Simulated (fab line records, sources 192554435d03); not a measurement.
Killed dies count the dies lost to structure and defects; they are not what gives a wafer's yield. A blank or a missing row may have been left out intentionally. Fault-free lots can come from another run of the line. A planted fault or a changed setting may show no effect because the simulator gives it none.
A struck lot beside a sound one ; flow n5-finfet ; 16 steps out of a route of 1938
Sound: the wafers L666.2, L666.3, L666.4. Struck: wafer L664.4; the same lot's L664.3 was not struck, so it is left out; see the end for the cause.
At each step with rows: each side's tool, then ch and its chambers, then its first start. Under that, the readings that differ: sound wafers ; struck wafers ; difference of the means ; sigmas: that difference in standard deviations of wafers without a fault.
alike: a reading whose means differ by less than 2 such deviations, as well as words and numbers matching on both sides. not compared: withheld readings; readings where some wafer has no value; bounds like >300 that might hide an equal value; numbers whose values overlap and for which the record gives no deviation.
The two part at a step that has a row with sigmas, a row that says differs or no value, or rows on one side only. When numbers do not overlap yet have no deviation, they are printed without sigmas and do not part them. A reading missing from all wafers of one side parts the sides only when that side holds two or more wafers.

first, 7 steps without rows for these wafers: N5_BEOL_M4_COAT_76 (time 60 s, resist thk 5 nm); N5_BEOL_M4_COAT_22 (resist thk 30 nm); N5_BEOL_M4_EBR_24; N5_BEOL_M4_SOFTBAKE_23 (time 60 s); N5_BEOL_M4_EXPOSE_25 (exposes mask V3, defocus 5 nm); N5_BEOL_M4_PEB_26 (peb time 60 s); N5_BEOL_M4_DEVELOP_27 (develop time 30 s).
N5_BEOL_M4_CD_MEAS_28: target cd 26.2 nm, target cd y 24.1 nm.
  sound on cd-sem-01 ch 0, day 15 02:14; struck on cd-sem-02 ch 0, day 13 11:34
  alike: cd-nm
N5_BEOL_M4_OVL_MEAS_29:
  sound on overlay-01 ch 0, day 15 02:17; struck on overlay-01 ch 0, day 13 11:36
  alike: V3_OVL
N5_BEOL_M4_INSPECT_30: inspects for defects (brightfield).
  sound on defect-inspect-02, day 15 02:20; struck on defect-inspect-02, day 13 11:38
  alike: raw-defect-count
N5_BEOL_M4_DESCUM_33: chemistry O2, time 7 s.
  sound on rie-diel-03 ch 1,2,3, day 15 02:22; struck on rie-diel-01 ch 2, day 13 11:41
reading;sound;struck;difference;sigmas
oes-product-au (a.u.);0.76 0.68 0.71;0.94;+0.22;+3
  alike: drypump-motor-current-A, o2-flow-sccm, rf-fwd-power-W, rf-vpp-V, showerhead-plenum-p-Torr, temp-c, throttle-valve-pct
  not compared: rf-hours-counter-h
N5_BEOL_M4_ETCH_77: etches underlayer in N2/H2, target depth 6.5 nm, time 5.2 s.
  sound on rie-diel-03 ch 1,2,3, day 15 02:24; struck on rie-diel-01 ch 2, day 13 11:43
reading;sound;struck;difference;sigmas
oes-product-au (a.u.);0.64 0.58 0.61;0.80;+0.19;+3
  alike: drypump-motor-current-A, etch-rf-on-time-s, rf-fwd-power-W, rf-vpp-V, showerhead-plenum-p-Torr, throttle-valve-pct
  not compared: rf-hours-counter-h
N5_BEOL_M4_ETCH_69: etches SiARC in CF4, target depth 15.6 nm, time 26 s.
  sound on rie-diel-03 ch 1,2,3, day 15 02:25; struck on rie-diel-01 ch 2, day 13 11:44
reading;sound;struck;difference;sigmas
etch-rf-on-time-s (s);25.8 27.5 25.8;18.6;-7.8;-11
oes-product-au (a.u.);0.64 0.57 0.61;0.98;+0.37;+5
  alike: drypump-motor-current-A, rf-fwd-power-W, rf-vpp-V, showerhead-plenum-p-Torr, throttle-valve-pct
  not compared: rf-hours-counter-h
N5_BEOL_M4_ALD_98: deposits SiO2, target thk 2.5 nm, pulse time 1 s, co reactant pulse time 1 s.
  sound on ald-sin-02 ch 1,3, day 15 02:30; struck on ald-sin-02 ch 0, day 13 12:11
  alike: heater-power-w, precursor-pulse-height-rel
  not compared: since-wet-clean-h
N5_BEOL_M4_RC_MEAS_101:
  sound on prober-02 ch 0, day 16 02:11; struck on prober-01 ch 0, day 15 08:35
reading;sound;struck;difference;sigmas
VT_N (mV);248 249 244;254;+7;+2
  alike: DIBL_N, DIBL_P, IOFF_N, IOFF_P, ION_N, ION_P, SS_N, SS_P, VT_P
after that, 1 step had no rows for these wafers: N5_PASSIVATION_PROBE_49.

== WHERE THEY PART ==
At N5_BEOL_M4_DESCUM_33 first; at N5_BEOL_M4_RC_MEAS_101 last (within this record only).

WHY: the cause the simulator had injected
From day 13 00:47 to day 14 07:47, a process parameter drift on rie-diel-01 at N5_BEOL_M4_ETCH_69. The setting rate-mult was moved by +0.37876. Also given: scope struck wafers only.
